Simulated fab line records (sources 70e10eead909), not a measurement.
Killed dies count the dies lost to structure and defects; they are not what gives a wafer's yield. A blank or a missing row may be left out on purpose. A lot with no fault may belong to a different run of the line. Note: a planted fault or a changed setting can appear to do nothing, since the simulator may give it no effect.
Which tool was responsible?	flow nand-harc	20 lots, 60 wafers sampled, at 6 steps of a route of 1159

## WHAT EACH GAUGE READ, for each wafer
Not one reading of a measure or inspect step in the record can be checked against a usual standard deviation.

## EACH LOT AND THE TOOL THAT RAN IT (in order: tool; ch and the chambers of the sampled wafers; start)
lot	NHARC_A_STAIRCASE_ETCH_170	NHARC_A_STAIRCASE_TRIM_193	NHARC_A_STAIRCASE_DESCUM_219	NHARC_A_STAIRCASE_ETCH_225	NHARC_A_STAIRCASE_ETCH_230	NHARC_A_STAIRCASE_STRIP_238
L074	rie-diel-02 ch 0,2,3, day 10 23:53 or earlier	rie-diel-02 ch 0,1, day 10 23:53 or earlier	rie-diel-02 ch 0,2,3, day 10 23:53	rie-diel-02 ch 2,3, day 11 01:22 or earlier	rie-diel-02 ch 0,1,3, day 11 01:22	plasma-asher-01 ch 0,1, day 11 02:23
L079	rie-diel-02 ch 0,3, day 11 22:11 or earlier	rie-diel-02 ch 0,1,3, day 11 22:11 or earlier	rie-diel-06 ch 0,2, day 11 22:11	rie-diel-06 ch 0,1,2, day 12 01:23 or earlier	rie-diel-06 ch 0,1, day 12 01:23 or earlier	plasma-asher-01 ch 0, day 12 01:23
L077	rie-diel-02 ch 1,3, day 11 22:19 or earlier	rie-diel-01 ch 2,3, day 11 22:19 or earlier	rie-diel-06 ch 0,1,2, day 11 22:19	rie-diel-06 ch 0,1,2, day 12 01:06 or earlier	rie-diel-02 ch 0,2,3, day 12 01:06 or earlier	plasma-asher-01 ch 0,1, day 12 01:06
L076	rie-diel-02 ch 1,2,3, day 12 01:44 or earlier	rie-diel-01 ch 0,1,2, day 12 01:44 or earlier	rie-diel-01 ch 0,2, day 12 01:44	rie-diel-01 ch 1,2, day 12 03:54 or earlier	rie-diel-02 ch 0,2, day 12 03:54 or earlier	plasma-asher-01 ch 0,1, day 12 03:54
L078	rie-diel-06 ch 0,1,2, day 12 07:55 or earlier	rie-diel-02 ch 0,1,2, day 12 07:55 or earlier	rie-diel-01 ch 0,1,3, day 12 07:55	rie-diel-01 ch 1,2, day 12 10:21 or earlier	rie-diel-02 ch 0,2, day 12 10:21 or earlier	plasma-asher-01 ch 0,1, day 12 10:21
L081	rie-diel-02 ch 2,3, day 12 20:05 or earlier	rie-diel-02 ch 0,1,2, day 12 20:05 or earlier	rie-diel-02 ch 2,3, day 12 20:05	rie-diel-02 ch 0,2,3, day 12 22:23 or earlier	rie-diel-01 ch 0,2,3, day 12 22:23 or earlier	plasma-asher-01 ch 0,1, day 12 22:23
L080	rie-diel-01 ch 0,1,2, day 12 23:58 or earlier	rie-diel-01 ch 0,2,3, day 12 23:58 or earlier	rie-diel-02 ch 0,1,2, day 12 23:58	rie-diel-02 ch 1,2,3, day 13 02:35 or earlier	rie-diel-06 ch 1,2, day 13 02:35 or earlier	plasma-asher-01 ch 0,1, day 13 02:35
L082	rie-diel-02 ch 1,3, day 13 05:38 or earlier	rie-diel-02 ch 0,1,3, day 13 05:38 or earlier	rie-diel-02 ch 0,1,3, day 13 05:38	rie-diel-02 ch 2,3, day 13 07:50 or earlier	rie-diel-02 ch 0,2, day 13 07:50 or earlier	plasma-asher-02 ch 0,1, day 13 07:50
L083	rie-diel-02 ch 1,2,3, day 13 12:04 or earlier	rie-diel-02 ch 0,1,3, day 13 12:04 or earlier	rie-diel-06 ch 1,3, day 13 12:04	rie-diel-06 ch 0,1, day 13 14:25 or earlier	rie-diel-02 ch 0,3, day 13 14:25 or earlier	plasma-asher-01 ch 0,1, day 13 14:25
L084	rie-diel-06 ch 0,1,2, day 13 16:07 or earlier	rie-diel-02 ch 1,2,3, day 13 16:07 or earlier	rie-diel-01 ch 0,3, day 13 16:07	rie-diel-01 ch 1,2, day 13 18:18 or earlier	rie-diel-06 ch 2,3, day 13 18:18 or earlier	plasma-asher-01 ch 0,1, day 13 18:18
L088	rie-diel-02 ch 0,1,3, day 14 21:06 or earlier	rie-diel-06 ch 0,1,3, day 14 21:06 or earlier	rie-diel-01 ch 0,1,3, day 14 21:06	rie-diel-01 ch 0,2,3, day 14 23:37 or earlier	rie-diel-06 ch 0,1,2, day 14 23:37 or earlier	plasma-asher-01 ch 0,1, day 14 23:37
L085	rie-diel-06 ch 0,1, day 14 22:13 or earlier	rie-diel-06 ch 0,1, day 14 22:13 or earlier	rie-diel-01 ch 2,3, day 14 22:13	rie-diel-01 ch 2,3, day 15 01:17 or earlier	rie-diel-06 ch 0,1,2, day 15 01:17 or earlier	plasma-asher-02 ch 0,1, day 15 01:17
L087	rie-diel-02 ch 0,1,3, day 15 00:35 or earlier	rie-diel-06 ch 0,2,3, day 15 00:35 or earlier	rie-diel-01 ch 0,1,3, day 15 00:35	rie-diel-01 ch 0,1,2, day 15 03:24 or earlier	rie-diel-01 ch 0,2,3, day 15 03:24 or earlier	plasma-asher-01 ch 0,1, day 15 03:24
L086	rie-diel-01 ch 0,1, day 15 01:26 or earlier	rie-diel-06 ch 0,3, day 15 01:26 or earlier	rie-diel-02 ch 0,2,3, day 15 01:26	rie-diel-02 ch 0,1,2, day 15 03:59 or earlier	rie-diel-02 ch 1,2, day 15 03:59 or earlier	plasma-asher-02 ch 1, day 15 03:59
L091	rie-diel-01 ch 0,3, day 15 10:07 or earlier	rie-diel-02 ch 0,1,2, day 15 10:07 or earlier	rie-diel-01 ch 1,2, day 15 10:07	rie-diel-01 ch 1,2,3, day 15 14:43 or earlier	rie-diel-01 ch 0,1,2, day 15 14:43 or earlier	plasma-asher-01 ch 0,1, day 15 14:43
L089	rie-diel-06 ch 0,1,3, day 15 16:18 or earlier	rie-diel-02 ch 1,2,3, day 15 16:18 or earlier	rie-diel-01 ch 1,2,3, day 15 16:18	rie-diel-01 ch 0,1,3, day 15 18:57 or earlier	rie-diel-02 ch 0,2,3, day 15 18:57 or earlier	plasma-asher-02 ch 0,1, day 15 18:57
L093	rie-diel-02 ch 0,1,3, day 15 20:01 or earlier	rie-diel-06 ch 0,1,3, day 15 20:01 or earlier	rie-diel-02 ch 0,1,3, day 15 20:01	rie-diel-02 ch 0,1,2, day 15 22:20 or earlier	rie-diel-02 ch 0,2,3, day 15 22:20 or earlier	plasma-asher-01 ch 0,1, day 15 22:20
L094	rie-diel-06 ch 0,1,2, day 15 21:09 or earlier	rie-diel-06 ch 0,1,2, day 15 21:09 or earlier	rie-diel-01 ch 0,2,3, day 15 21:09	rie-diel-01 ch 1,2,3, day 15 23:20 or earlier	rie-diel-01 ch 0,2,3, day 15 23:20 or earlier	plasma-asher-01 ch 0,1, day 15 23:20
L096	rie-diel-01 ch 1,2,3, day 16 11:22 or earlier	rie-diel-01 ch 1,2,3, day 16 11:22 or earlier	rie-diel-01 ch 0,2,3, day 16 11:22	rie-diel-01 ch 0,2,3, day 16 14:46 or earlier	rie-diel-06 ch 0,1,3, day 16 14:46 or earlier	plasma-asher-01 ch 0,1, day 16 14:46
L097	rie-diel-01 ch 0,1,2, day 16 22:37 or earlier	rie-diel-06 ch 0,1,3, day 16 22:37 or earlier	rie-diel-02 ch 0,2,3, day 16 22:37	rie-diel-02 ch 0,3, day 17 00:28 or earlier	rie-diel-02 ch 0,3, day 17 00:28	plasma-asher-01 ch 0,1, day 17 01:41
- NHARC_A_STAIRCASE_ETCH_170: etches the open film in C4F6/O2, target depth 200 nm, time 66.667 s.
- NHARC_A_STAIRCASE_TRIM_193: chemistry O2, time 211.2 s.
- NHARC_A_STAIRCASE_DESCUM_219: chemistry O2, time 3 s.
- NHARC_A_STAIRCASE_ETCH_225: etches the open film in C4F8/O2, target depth 100 nm, time 40.5 s.
- NHARC_A_STAIRCASE_ETCH_230: etches the open film in C4F8/O2, target depth 100 nm, time 40.5 s.
- NHARC_A_STAIRCASE_STRIP_238: strips in O2.

## WHAT THE TOOLS THEMSELVES READ (means of the sampled wafers that have a number; where no wafer has one, the mark that the record gives instead)
NHARC_A_STAIRCASE_ETCH_170. Usual: chamber-pressure-mTorr is 29.993 mTorr with standard deviation 0.027, drypump-motor-current-A is 5.8 A with standard deviation 0.43, oes-product-au is 0.965 a.u. with standard deviation 0.019, rf-fwd-power-W is 594.9 W with standard deviation 2.7, rf-vpp-V is 546.3 V with standard deviation 2.6, showerhead-plenum-p-Torr is 3.89 Torr with standard deviation 0.13, and throttle-valve-pct is 26.904 % with standard deviation 0.0097.
lot	tool	chamber-pressure-mTorr (mTorr)	drypump-motor-current-A (A)	oes-product-au (a.u.)	rf-fwd-power-W (W)	rf-vpp-V (V)	showerhead-plenum-p-Torr (Torr)	throttle-valve-pct (%)	flag
L074	rie-diel-02	30.019	5.9	0.968	596.7	543.6	3.77	26.909	
L079	rie-diel-02	29.995	6.0	0.979	597.1	542.9	3.72	26.898	
L077	rie-diel-02	29.984	6.0	0.957	591.8	545.6	3.85	26.909	
L076	rie-diel-02	29.967	5.9	0.970	596.3	546.5	3.90	26.898	
L078	rie-diel-06	29.996	5.6	0.969	592.5	546.6	3.90	26.902	
L081	rie-diel-02	29.995	5.8	0.964	595.8	545.8	3.80	26.899	
L080	rie-diel-01	29.997	5.3	0.945	594.3	548.6	3.97	26.904	
L082	rie-diel-02	30.003	6.1	0.964	596.3	548.5	3.98	26.911	
L083	rie-diel-02	29.973	5.9	0.973	594.8	546.8	3.89	26.912	
L084	rie-diel-06	30.006	5.6	0.973	594.9	546.0	3.89	26.904	
L088	rie-diel-02	29.978	6.0	0.973	595.6	545.6	3.84	26.902	
L085	rie-diel-06	29.975	5.3	0.910	595.0	546.4	3.89	26.906	
L087	rie-diel-02	30.009	6.0	0.944	597.1	545.1	3.84	26.903	
L086	rie-diel-01	29.987	5.3	1.000	592.5	547.0	3.91	26.904	
L091	rie-diel-01	30.000	6.1	0.951	596.6	548.9	4.05	26.903	
L089	rie-diel-06	29.992	5.7	0.965	594.0	545.9	3.88	26.904	
L093	rie-diel-02	29.995	6.0	0.972	594.3	544.6	3.83	26.899	
L094	rie-diel-06	29.989	5.6	0.967	591.5	546.2	3.88	26.901	
L096	rie-diel-01	30.004	5.6	0.972	595.6	548.0	3.97	26.912	
L097	rie-diel-01	29.993	5.4	0.983	596.3	547.4	3.95	26.898	

NHARC_A_STAIRCASE_TRIM_193. Usual: chamber-pressure-mTorr 60.01 mTorr, standard deviation 0.053; drypump-motor-current-A 5.8 A, standard deviation 0.46; oes-product-au 0.995 a.u., standard deviation 0.012; rf-vpp-V 57.7 V, standard deviation 0.91; showerhead-plenum-p-Torr 3.50 Torr, standard deviation 0.11; throttle-valve-pct 17.037 %, standard deviation 0.0088.
lot	tool	chamber-pressure-mTorr (mTorr)	drypump-motor-current-A (A)	oes-product-au (a.u.)	rf-vpp-V (V)	showerhead-plenum-p-Torr (Torr)	throttle-valve-pct (%)	flag
L074	rie-diel-02	60.03	6.0	0.986	58.0	3.46	17.044	
L079	rie-diel-02	59.99	6.0	0.989	57.6	3.46	17.026	
L077	rie-diel-01	59.98	5.7	1.000	58.8	3.64	17.034	
L076	rie-diel-01	59.96	5.4	1.006	58.1	3.57	17.040	
L078	rie-diel-02	60.03	5.9	0.979	56.8	3.50	17.037	
L081	rie-diel-02	59.98	6.0	0.987	58.8	3.50	17.039	
L080	rie-diel-01	60.08	5.9	0.996	58.3	3.65	17.034	
L082	rie-diel-02	60.00	6.0	0.990	57.2	3.45	17.034	
L083	rie-diel-02	60.02	6.0	0.990	57.5	3.45	17.037	
L084	rie-diel-02	60.02	6.0	0.995	57.9	3.49	17.038	
L088	rie-diel-06	60.03	5.7	0.993	57.6	3.49	17.043	
L085	rie-diel-06	60.04	5.5	0.989	58.2	3.50	17.038	
L087	rie-diel-06	60.02	6.0	1.001	57.4	3.49	17.035	
L086	rie-diel-06	60.00	5.9	0.999	57.8	3.50	17.030	
L091	rie-diel-02	60.02	6.0	0.994	58.3	3.49	17.035	
L089	rie-diel-02	59.99	6.0	0.993	57.4	3.49	17.036	
L093	rie-diel-06	59.97	5.7	0.990	57.4	3.48	17.031	
L094	rie-diel-06	60.03	5.6	0.987	57.7	3.49	17.039	
L096	rie-diel-01	60.06	5.6	1.009	58.9	3.57	17.034	
L097	rie-diel-06	60.00	5.7	0.992	58.7	3.47	17.036	

NHARC_A_STAIRCASE_DESCUM_219. Usual: chamber-pressure-mTorr 60.00 mTorr, standard deviation 0.051; drypump-motor-current-A 5.8 A, standard deviation 0.49; oes-product-au 0.998 a.u., standard deviation 0.012; rf-vpp-V 57.7 V, standard deviation 0.89; showerhead-plenum-p-Torr 1.91 Torr, standard deviation 0.074; throttle-valve-pct 11.313 %, standard deviation 0.0089.
lot	tool	chamber-pressure-mTorr (mTorr)	drypump-motor-current-A (A)	oes-product-au (a.u.)	rf-vpp-V (V)	showerhead-plenum-p-Torr (Torr)	throttle-valve-pct (%)	flag
L074	rie-diel-02	60.05	5.9	0.993	58.2	1.83	11.309	
L079	rie-diel-06	60.00	5.8	0.988	57.5	1.90	11.315	
L077	rie-diel-06	60.00	5.6	0.991	57.1	1.90	11.318	
L076	rie-diel-01	60.03	5.6	0.999	57.8	1.98	11.312	
L078	rie-diel-01	60.04	5.8	1.002	58.6	1.95	11.303	
L081	rie-diel-02	59.99	5.8	0.993	58.2	1.85	11.314	
L080	rie-diel-02	60.03	5.9	0.986	57.9	1.89	11.318	
L082	rie-diel-02	60.00	6.0	0.991	57.9	1.87	11.310	
L083	rie-diel-06	60.00	6.0	0.988	58.2	1.88	11.310	
L084	rie-diel-01	59.94	6.4	1.002	58.3	1.99	11.309	
L088	rie-diel-01	60.00	5.8	1.008	58.0	1.94	11.314	
L085	rie-diel-01	59.97	6.1	1.001	56.9	1.98	11.307	
L087	rie-diel-01	60.03	5.8	1.002	57.2	1.94	11.305	
L086	rie-diel-02	59.96	5.9	0.995	57.7	1.82	11.308	
L091	rie-diel-01	60.01	5.1	1.019	57.1	1.89	11.306	
L089	rie-diel-01	60.03	5.6	1.017	57.9	1.94	11.327	
L093	rie-diel-02	59.95	6.0	1.000	56.6	1.86	11.321	
L094	rie-diel-01	60.00	5.9	1.003	57.8	1.97	11.310	
L096	rie-diel-01	60.00	5.9	0.998	58.4	1.97	11.310	
L097	rie-diel-02	60.02	5.9	0.993	57.7	1.81	11.316	

NHARC_A_STAIRCASE_ETCH_225. Usual: chamber-pressure-mTorr 25.001 mTorr, standard deviation 0.023; oes-product-au 0.937 a.u., standard deviation 0.014; rf-fwd-power-W 593 W, standard deviation 3.1; rf-vpp-V 896 V, standard deviation 4.8.
lot	tool	chamber-pressure-mTorr (mTorr)	oes-product-au (a.u.)	rf-fwd-power-W (W)	rf-vpp-V (V)	flag
L074	rie-diel-02	25.003	0.930	593	890	
L079	rie-diel-06	25.025	0.928	589	895	
L077	rie-diel-06	24.997	0.927	591	896	
L076	rie-diel-01	24.991	0.954	592	896	
L078	rie-diel-01	25.013	0.947	592	895	
L081	rie-diel-02	24.978	0.933	594	890	
L080	rie-diel-02	24.979	0.941	592	895	
L082	rie-diel-02	25.007	0.936	593	890	
L083	rie-diel-06	24.992	0.921	593	895	
L084	rie-diel-01	25.004	0.951	589	896	
L088	rie-diel-01	24.997	0.944	595	899	
L085	rie-diel-01	24.987	0.936	597	900	
L087	rie-diel-01	24.995	0.955	592	898	
L086	rie-diel-02	24.987	0.930	593	894	
L091	rie-diel-01	25.006	0.939	591	898	
L089	rie-diel-01	25.011	0.935	592	898	
L093	rie-diel-02	25.004	0.938	593	895	
L094	rie-diel-01	25.029	0.956	592	897	
L096	rie-diel-01	25.012	0.955	598	900	
L097	rie-diel-02	24.982	0.939	592	888	

NHARC_A_STAIRCASE_ETCH_230. Usual: chamber-pressure-mTorr 24.999 mTorr, standard deviation 0.022; oes-product-au 0.937 a.u., standard deviation 0.018; rf-fwd-power-W 593 W, standard deviation 3.3; rf-vpp-V 894 V, standard deviation 4.7.
lot	tool	chamber-pressure-mTorr (mTorr)	oes-product-au (a.u.)	rf-fwd-power-W (W)	rf-vpp-V (V)	flag
L074	rie-diel-02	24.992	0.951	593	893	
L079	rie-diel-06	24.999	0.925	592	896	
L077	rie-diel-02	25.022	0.916	593	891	
L076	rie-diel-02	24.999	0.914	595	891	
L078	rie-diel-02	25.020	0.950	594	892	
L081	rie-diel-01	25.004	0.973	596	901	
L080	rie-diel-06	24.991	0.935	591	895	
L082	rie-diel-02	24.991	0.941	595	892	
L083	rie-diel-02	24.996	0.949	597	888	
L084	rie-diel-06	24.998	0.924	589	894	
L088	rie-diel-06	25.004	0.946	592	895	
L085	rie-diel-06	25.008	0.946	590	894	
L087	rie-diel-01	24.987	0.955	596	900	
L086	rie-diel-02	24.987	0.924	594	899	
L091	rie-diel-01	24.991	0.944	596	897	
L089	rie-diel-02	24.993	0.934	593	889	
L093	rie-diel-02	24.979	0.929	594	889	
L094	rie-diel-01	24.999	0.944	596	899	
L096	rie-diel-06	25.006	0.911	592	894	
L097	rie-diel-02	24.990	0.928	594	888	

NHARC_A_STAIRCASE_STRIP_238. Usual: drypump-motor-current-A 5.8 A, standard deviation 0.47; heater-power-w 347 W, standard deviation 24; temp-c 249.98 C, standard deviation 0.2.
lot	tool	drypump-motor-current-A (A)	heater-power-w (W)	temp-c (C)	flag
L074	plasma-asher-01	5.5	319	250.10	
L079	plasma-asher-01	5.2	308	250.02	
L077	plasma-asher-01	5.5	329	250.11	
L076	plasma-asher-01	5.9	339	249.98	
L078	plasma-asher-01	5.8	338	250.12	
L081	plasma-asher-01	5.5	337	250.19	
L080	plasma-asher-01	5.8	346	249.92	
L082	plasma-asher-02	5.9	381	249.78	
L083	plasma-asher-01	5.9	346	250.07	
L084	plasma-asher-01	5.9	341	250.09	
L088	plasma-asher-01	5.8	342	249.99	
L085	plasma-asher-02	6.1	374	249.90	
L087	plasma-asher-01	5.8	349	249.87	
L086	plasma-asher-02	6.3	375	249.95	
L091	plasma-asher-01	5.5	331	250.01	
L089	plasma-asher-02	5.8	375	249.84	
L093	plasma-asher-01	5.9	345	249.97	
L094	plasma-asher-01	5.9	348	250.12	
L096	plasma-asher-01	5.5	329	249.97	
L097	plasma-asher-01	5.5	335	250.00	

## THE ANSWER, worked out from the rows above alone
Rule: lot off if the mean of its wafers having a number is beyond 3 standard deviations from the usual mean. Also off: a lot with no number at a reading for which 4 or more lots have one. Where the step has rows for the other lots, those lots are counted as sound. First the gauges in route order, then the tools' own readings, where a lot's mean is used as printed above. The first step at which some lot is off is used, and at that step the reading that is off furthest; a lot without a number counts as furthest.
No lot is off on any of the readings shown, so nothing can be concluded from this.

## WHAT THE SIMULATOR HAD INSERTED
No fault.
